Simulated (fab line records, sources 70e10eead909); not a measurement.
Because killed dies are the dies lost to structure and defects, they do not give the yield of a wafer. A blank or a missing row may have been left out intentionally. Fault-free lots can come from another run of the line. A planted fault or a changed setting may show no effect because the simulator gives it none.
A lot that was struck, set against a sound lot    flow nand harc    14 steps out of a route of 1302
Sound: the wafers L536.4, L536.5, L536.6. The struck wafers were L550.4, L550.5, L550.6. The cause is given at the end.
Order at every step that has rows: each side's tool, ch and its chambers, its first start. Under that, the readings that differ: sound wafers    struck wafers    difference of the means    sigmas: that difference in standard deviations of wafers without a fault.
alike: a reading whose means differ by less than 2 such deviations, as well as words and numbers matching on both sides. not compared: withheld readings; readings where some wafer has no value; bounds like >300 that might hide an equal value; numbers whose values overlap and for which the record gives no deviation.
A row with sigmas, a row that says differs or no value, or rows on one side alone: a step with any of these is where the two part. Non-overlapping numbers with no deviation appear without sigmas and do not part them. Lack of a reading on every wafer of one side parts them only where that side has two or more wafers.

NHARC_P_CONTACT_PVD_32: deposits Ti, target thk 5 nm, time 17.7 s.
  sound on pvd sputter-03; struck on pvd sputter-03
  alike: throttle valve pct
NHARC_P_CONTACT_ALD_22: deposits TiN, target thk 3 nm, pulse time 1 s, ald cycles 150.
  sound on ald metal-03 ch 1,2, day 7 05:51; struck on ald metal-01 ch 0,3, day 12 22:52
  alike: heater power outer w, heater power w, precursor pulse height rel
NHARC_P_CONTACT_CVD_23: deposits W, target thk 200 nm, time 557 s.
  sound: cvd w-02 ch 0,1; struck: cvd w-02 ch 0,1
  alike: heater power outer w, heater power w, throttle valve pct
NHARC_P_CONTACT_CMP_24: polishes, t overpolish 30 s, target thk 200 nm.
  sound on cmp-04 ch 0,2,3, day 7 06:46; struck on cmp-02 ch 1,2,3, day 12 23:47
  alike: motor current A, overpolish run s, time to endpoint s
after that, 1 step had no rows for these wafers: NHARC_P_CONTACT_SRD_26.
NHARC_P_CONTACT_INSPECT_27:
  sound on defect inspect-02, day 7 07:06; struck on defect inspect-01, day 13 00:06
  alike: raw defect count
then, 5 steps without rows for these wafers: NHARC_P_M0_DEP_00 (deposits SiOC, target thk 150 nm); NHARC_P_M0_DEHYDRATE_01 (time 120 s); NHARC_P_M0_HMDS_02 (time 30 s); NHARC_P_M0_COAT_33 (time 65 s); NHARC_P_M0_COAT_03 (resist thk 90 nm).
NHARC_P_M0_SOFTBAKE_04: time 55 s.
  sound on litho track-04 ch 0, day 7 07:00; struck on litho track-04 ch 0, day 13 00:00
reading                   sound                 struck                difference  sigmas
heater power total W (W)  188.46 188.41 188.62  285.38 285.43 285.28  +96.87      +99 or more
  alike: exhaust pa
after that, 1 step had no rows for these wafers: NHARC_P_M0_EBR_05.
-- jump in the record: it breaks off in module P_M0 and resumes in module END (first step shown: number 1302 of the route), and 19 days separate the struck wafers' starts before and after --
NHARC_END_SORT_01:
  sound on prober-01 ch 0, day 25 18:50; struck on prober-02 ch 0, day 31 18:22
reading                   sound           struck          difference  sigmas
defect limited yield (%)  83.3 83.3 83.8  90.1 90.3 90.8  +6.9        +3
killed at array           109 106 103     65 65 60        -43         -2
killed dies               113 113 110     67 66 62        -47         -3
  alike: killed at other, killed at periphery, killed open, killed short

## WHERE THEY PART
Earliest at NHARC_P_M0_SOFTBAKE_04; latest, in this record, at NHARC_END_SORT_01.

WHY: the cause the simulator had injected
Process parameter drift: litho track-04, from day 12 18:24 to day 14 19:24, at NHARC_P_M0_SOFTBAKE_04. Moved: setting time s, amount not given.
